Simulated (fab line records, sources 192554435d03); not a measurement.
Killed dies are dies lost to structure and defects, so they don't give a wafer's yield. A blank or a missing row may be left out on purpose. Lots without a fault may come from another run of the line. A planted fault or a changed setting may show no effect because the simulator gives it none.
Split-lot experiment | flow n5_finfet | 7 lots, 39 wafers read, on a route of 1938 steps

THE SPLIT
At N5_FIN_SAQP_SPACER2_ALD_28 (deposits SiO2, target thk 8.1 nm, pulse time 1 s, purge time 2 s), the setting target_thk_a was moved away from the recipe's 81 angstrom on 12 of the 39 wafers read, by -43.8% to +53.1%. The other wafers ran this setting at the recipe's value.

FROM THE SPLIT TO THE READING: what the file shows between them, 9 steps
- N5_FIN_SAQP_SPACER2_ETCHBACK_29: etches SiO2 in CHF3/O2, target depth 12.2 nm, time 6.1 s
- N5_FIN_SAQP_MANDREL2_REMOVE_60: chemistry HBr/Cl2/O2, target a-Si, stops on SiNx, bt time 10 s
- N5_FIN_SAQP_CD_MEAS_31: target cd 8 nm
- N5_FIN_SAQP_HM_OPEN_33: chemistry CH3F/O2, target SiNx, target depth 49.4 nm, time 70.6 s
- N5_FIN_SAQP_ETCH_34: etches SiO2 in C4F6/O2, target depth 45 nm, time 15 s
- N5_FIN_SAQP_STRIP_77: strips in N2/H2, time 90 s
- N5_FIN_SAQP_HM_CD_35: target cd 8 nm
- N5_FIN_SAQP_ETCH_64: etches SiO2 in CF4, target depth 1.5 nm
- N5_FIN_SAQP_FIN_ETCH_36: etches the open film in HBr/Cl2/O2, target depth 120 nm, time 50.4 s

THE READING
cd_nm, in nm, at N5_FIN_SAQP_CD_MEAS_37 (target cd 8 nm). Fault-free wafers of this fab line usually give 8.09 nm, standard deviation 0.25 nm.

wafer  | tool, chamber at the split | target_thk_a as run, angstrom | against the recipe | cd_nm, nm | against lot-mates on the recipe
L074.1 | ald_sin-04, 0,3,2,1,3,0    | 81                            | recipe             | 8.03      | -
L074.2 | ald_sin-04, 0,3,2,1,3,0    | 81                            | recipe             | 8.25      | -
L074.3 | ald_sin-04, 0,3,2,1,3,0    | 81                            | recipe             | 8.01      | -
L074.4 | ald_sin-04, 0,3,2,1,3,0    | 81                            | recipe             | 8.47      | -
L074.5 | ald_sin-04, 0,3,2,1,3,0    | 81                            | recipe             | 8.19      | -
L074.6 | ald_sin-04, 0,3,2,1,3,0    | 81                            | recipe             | 8.38      | -
L076.1 | ald_sin-01, 3,1,1          | 124                           | +53.1%             | 12.69     | +4.63
L076.2 | ald_sin-01, 0              | 81                            | recipe             | 8.19      | -
L076.3 | ald_sin-01, 3,1,1          | 124                           | +53.1%             | 12.23     | +4.17
L076.4 | ald_sin-01, 2,0            | 81                            | recipe             | 8.15      | -
L076.5 | ald_sin-01, 3,1,1          | 124                           | +53.1%             | 12.21     | +4.15
L076.6 | ald_sin-01, 2,0            | 81                            | recipe             | 7.85      | -
L083.1 | ald_sin-01, 3,2,0          | 67.74                         | -16.4%             | 7.25      | -0.58
L083.2 | ald_sin-01, 3,2,0          | 67.74                         | -16.4%             | 6.66      | -1.17
L083.3 | ald_sin-01, 0,1,3          | 81                            | recipe             | 7.84      | -
L083.4 | ald_sin-01, 0,1,3          | 81                            | recipe             | 7.70      | -
L083.5 | ald_sin-01, 0,1,3          | 81                            | recipe             | 7.95      | -
L083.6 | ald_sin-01, 3,2,0          | 67.74                         | -16.4%             | 6.49      | -1.34
L087.1 | ald_sin-02, 3,2            | 81                            | recipe             | 8.45      | -
L087.2 | ald_sin-02, 1,0,0          | 45.51                         | -43.8%             | 4.15      | -3.80
L087.3 | ald_sin-02, 1,0,0          | 45.51                         | -43.8%             | 4.68      | -3.27
L087.4 | ald_sin-02, 3,2            | 81                            | recipe             | 7.56      | -
L087.5 | ald_sin-02, 1              | 81                            | recipe             | 7.84      | -
L087.6 | ald_sin-02, 1,0,0          | 45.51                         | -43.8%             | 4.72      | -3.23
L088.1 | ald_sin-01, 0              | 81                            | recipe             | 7.97      | -
L088.4 | ald_sin-01, 3              | 81                            | recipe             | 7.88      | -
L088.6 | ald_sin-01, 0              | 81                            | recipe             | 7.94      | -
L093.1 | ald_sin-04, 0,3,3          | 48.79                         | -39.8%             | 4.97      | -3.07
L093.2 | ald_sin-04, 0,3,3          | 48.79                         | -39.8%             | 4.98      | -3.06
L093.3 | ald_sin-04, 1,2,2          | 81                            | recipe             | 8.22      | -
L093.4 | ald_sin-04, 1,2,2          | 81                            | recipe             | 8.39      | -
L093.5 | ald_sin-04, 1,2,2          | 81                            | recipe             | 7.50      | -
L093.6 | ald_sin-04, 0,3,3          | 48.79                         | -39.8%             | 4.93      | -3.11
L097.1 | ald_sin-01, 3,2,1,3,0      | 81                            | recipe             | 7.92      | -
L097.2 | ald_sin-01, 3,2,1,3,0      | 81                            | recipe             | 8.25      | -
L097.3 | ald_sin-01, 0              | 81                            | recipe             | 8.25      | -
L097.4 | ald_sin-01, 3,2,1,3,0      | 81                            | recipe             | 7.98      | -
L097.5 | ald_sin-01, 3,2,1,3,0      | 81                            | recipe             | 7.76      | -
L097.6 | ald_sin-01, 3,2,1,3,0      | 81                            | recipe             | 8.55      | -
Where a row lists several chambers, the file gives one row for several wafers and doesn't say which wafer went through which chamber.

THE FIT
A straight line over all 39 wafers: cd_nm changes by +0.0803 nm for each +1% of target_thk_a; r = +0.99; the points scatter about the line by 0.27 nm.
The same after taking each lot's own level away (the mean of its wafers on the recipe; 39 wafers): +0.079 nm for each +1%; r = +0.99; scatter 0.26 nm.
On that fit, the largest move of target_thk_a shifts the reading by 4.2 nm.
The lots' own levels span 7.830 to 8.222 nm, that is 1.6 times the standard deviation above.
So the lot-to-lot level changes the slope little: the two slopes agree.
Check: with one of the wafers moved furthest among these (+53.1%) left out of the fit, the line predicts +4.14 nm for it against its lot-mates. It came out at +4.63 nm against them.

THE WHOLE CHAIN: every reading that the file lists as answering this split, in the file's order
step                           | what it does                                                      | reading                                                                                 | change (the file's fit)                | r (the file's)
N5_FIN_SAQP_SPACER2_ALD_28     | deposits SiO2, target thk 8.1 nm, pulse time 1 s, purge time 2 s  | SiO2_of_FIN_SAQP_SPACER2_ALD_28.thk_nm (the simulator's own value, which no gauge read) | +0.0808 nm for each +1% of the setting | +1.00
N5_FIN_SAQP_MANDREL2_REMOVE_60 | chemistry HBr/Cl2/O2, target a-Si, stops on SiNx, bt time 10 s    | FIN_SAQP.cd_nm (the simulator's own value, which no gauge read)                         | +0.0813 nm for each +1% of the setting | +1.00
N5_FIN_SAQP_CD_MEAS_31         | target cd 8 nm                                                    | cd_nm                                                                                   | +0.0824 nm for each +1% of the setting | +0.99
N5_FIN_SAQP_HM_OPEN_33         | chemistry CH3F/O2, target SiNx, target depth 49.4 nm, time 70.6 s | FIN_SAQP.cd_nm (the simulator's own value, which no gauge read)                         | +0.0817 nm for each +1% of the setting | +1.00
N5_FIN_SAQP_ETCH_34            | etches SiO2 in C4F6/O2, target depth 45 nm, time 15 s             | FIN_SAQP.cd_nm (the simulator's own value, which no gauge read)                         | +0.0801 nm for each +1% of the setting | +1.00
N5_FIN_SAQP_HM_CD_35           | target cd 8 nm                                                    | cd_nm                                                                                   | +0.0838 nm for each +1% of the setting | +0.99
N5_FIN_SAQP_ETCH_64            | etches SiO2 in CF4, target depth 1.5 nm                           | FIN_SAQP.cd_nm (the simulator's own value, which no gauge read)                         | +0.0794 nm for each +1% of the setting | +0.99
N5_FIN_SAQP_CD_MEAS_37         | target cd 8 nm                                                    | cd_nm                                                                                   | +0.0788 nm for each +1% of the setting | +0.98

THE FILE'S OWN FIT
cd_nm changes by +0.0788 nm for each +1% of target_thk_a, r = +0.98.
